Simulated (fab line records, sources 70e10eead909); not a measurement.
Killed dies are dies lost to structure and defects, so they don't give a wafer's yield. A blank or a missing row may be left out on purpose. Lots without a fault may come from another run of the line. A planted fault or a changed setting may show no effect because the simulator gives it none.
A struck lot beside a sound one | flow nand_harc | 25 steps out of a route of 1302
Sound: wafers L707.2, L707.3, L707.5. Struck: wafers L720.2, L720.3, L720.6. The cause comes at the end.
At each step with rows: each side's tool, then ch and its chambers, then its first start. Under that, the readings that differ: sound wafers | struck wafers | difference of the means | sigmas: that difference in standard deviations of wafers without a fault.
alike: readings whose means differ by less than 2 such deviations, and words and numbers that are the same on both sides. not compared: withheld readings, readings that some wafer has no value for, bounds like >300 that may hide the same value, and numbers for which the record gives no deviation and whose values overlap.
The two part at a step that has a row with sigmas, a row that says differs or no value, or rows on one side only. Numbers that don't overlap but have no deviation are shown without sigmas and don't part them. A reading that every wafer of one side lacks parts them only if that side has two wafers or more.

first, 1 step without rows for these wafers: NHARC_P_CONTACT_DEP_30 (deposits SiNx, target thk 30 nm).
NHARC_P_CONTACT_DEP_00: deposits SiO2, target thk 500 nm.
  sound on pecvd-04 ch 0,1,2; struck on pecvd-02 ch 1,2
  alike: heater_power_w, throttle_valve_pct
NHARC_P_CONTACT_CMP_01: polishes SiO2, target thk 200 nm.
  sound on cmp-01 ch 0,2, day 6 06:52; struck on cmp-01 ch 0,2,3, day 11 20:20
  alike: motor_current_A
then, 8 steps without rows for these wafers: NHARC_P_CONTACT_SRD_03; NHARC_P_CONTACT_DEHYDRATE_04 (time 120 s); NHARC_P_CONTACT_HMDS_05 (time 30 s); NHARC_P_CONTACT_COAT_33 (time 75 s); NHARC_P_CONTACT_COAT_34 (time 65 s); NHARC_P_CONTACT_COAT_06 (resist thk 90 nm); NHARC_P_CONTACT_SOFTBAKE_07 (time 55 s); NHARC_P_CONTACT_EBR_08.
NHARC_P_CONTACT_EXPOSE_09: exposes mask P CA, target cd 90 nm.
  sound on arfi_scanner-01 ch 0, day 6 07:33; struck on arfi_scanner-02 ch 0, day 11 21:02
  reading | sound                | struck                        | difference | sigmas
  mask    | P_CA#0 P_CA#0 P_CA#0 | P_CA_R1#0 P_CA_R1#0 P_CA_R1#0 | differs    |
then, 2 steps without rows for these wafers: NHARC_P_CONTACT_PEB_10 (peb time 65 s); NHARC_P_CONTACT_DEVELOP_11 (develop time 35 s).
NHARC_P_CONTACT_CD_MEAS_12: target cd 90 nm.
  sound on cd_sem-03 ch 0, day 6 07:41; struck on cd_sem-02 ch 0, day 11 21:10
  reading    | sound          | struck         | difference | sigmas
  cd_nm (nm) | 88.7 90.6 90.7 | 93.7 92.8 93.0 | +3.2       | +4
NHARC_P_CONTACT_OVL_MEAS_13:
  sound on overlay-02, day 6 07:46; struck on overlay-01, day 11 21:15
  reading           | sound          | struck      | difference | sigmas
  overlay_y_nm (nm) | -1.2 -1.3 -1.6 | 0.9 0.6 0.5 | +2.0       | +2
  alike: overlay_x_nm
NHARC_P_CONTACT_INSPECT_14:
  sound on defect_inspect-01, day 6 07:49; struck on defect_inspect-01, day 11 21:17
  alike: raw_defect_count
NHARC_P_CONTACT_DESCUM_17: chemistry O2, time 3 s.
  sound on rie_diel-01 ch 0,3, day 6 07:52; struck on rie_diel-02 ch 0,1,2, day 11 21:21
  reading                    | sound             | struck            | difference | sigmas
  model.P_CONTACT.cd_nm (nm) | 88.77 90.62 90.72 | 93.94 93.05 93.46 | +3.45      |
  alike: drypump_motor_current_A, oes_product_au, rf_vpp_V, showerhead_plenum_p_Torr, throttle_valve_pct
  not compared: rf_hours_counter_h
NHARC_P_CONTACT_ETCH_35: etches the open film in CF4, target depth 39 nm, time 65 s.
  sound on rie_diel-01 ch 1,3, day 6 07:58; struck on rie_diel-02 ch 1,3, day 11 21:26
  alike: drypump_motor_current_A, oes_product_au, rf_vpp_V, showerhead_plenum_p_Torr, throttle_valve_pct
  not compared: rf_hours_counter_h
NHARC_P_CONTACT_ETCH_36: etches the open film in N2/H2, target depth 260 nm, time 406.25 s.
  sound on rie_diel-01 ch 1,2; struck on rie_diel-02 ch 0,1
  alike: drypump_motor_current_A, oes_product_au, rf_vpp_V, showerhead_plenum_p_Torr, throttle_valve_pct
  not compared: rf_hours_counter_h
NHARC_P_CONTACT_ETCH_18: etches the open film in C4F8/O2/Ar, target depth 481 nm, time 240.5 s.
  sound on rie_diel-01 ch 1,2,3; struck on rie_diel-02 ch 1,2
  reading               | sound             | struck            | difference | sigmas
  oes_product_au (a.u.) | 0.978 0.975 0.997 | 0.921 0.915 0.922 | -0.064     | -3
  alike: rf_vpp_V
  not compared: rf_hours_counter_h
then, 1 step without rows for these wafers: NHARC_P_CONTACT_STRIP_37 (strips in C4F8/O2/Ar).
NHARC_P_CONTACT_ETCH_31: etches the open film in CH3F/O2, target depth 30 nm, time 85.7 s.
  sound on rie_diel-01 ch 1,2,3; struck on rie_diel-02 ch 0,1,3
  reading                    | sound             | struck            | difference | sigmas
  model.P_CONTACT.cd_nm (nm) | 88.26 91.45 90.76 | 92.77 93.29 94.11 | +3.23      |
  alike: drypump_motor_current_A, oes_product_au, rf_vpp_V, showerhead_plenum_p_Torr, throttle_valve_pct
  not compared: rf_hours_counter_h
NHARC_P_CONTACT_CD_MEAS_19:
  sound on cd_sem-02, day 6 08:44; struck on cd_sem-02, day 11 22:13
  alike: cd_nm
then, 1 step without rows for these wafers: NHARC_END_SORT_01.

WHERE THEY PART
First at NHARC_P_CONTACT_EXPOSE_09; last, within this record, at NHARC_P_CONTACT_ETCH_18. Later steps at which nothing parts them and some readings are alike: NHARC_P_CONTACT_ETCH_31, NHARC_P_CONTACT_CD_MEAS_19.

WHY: what the simulator had put in
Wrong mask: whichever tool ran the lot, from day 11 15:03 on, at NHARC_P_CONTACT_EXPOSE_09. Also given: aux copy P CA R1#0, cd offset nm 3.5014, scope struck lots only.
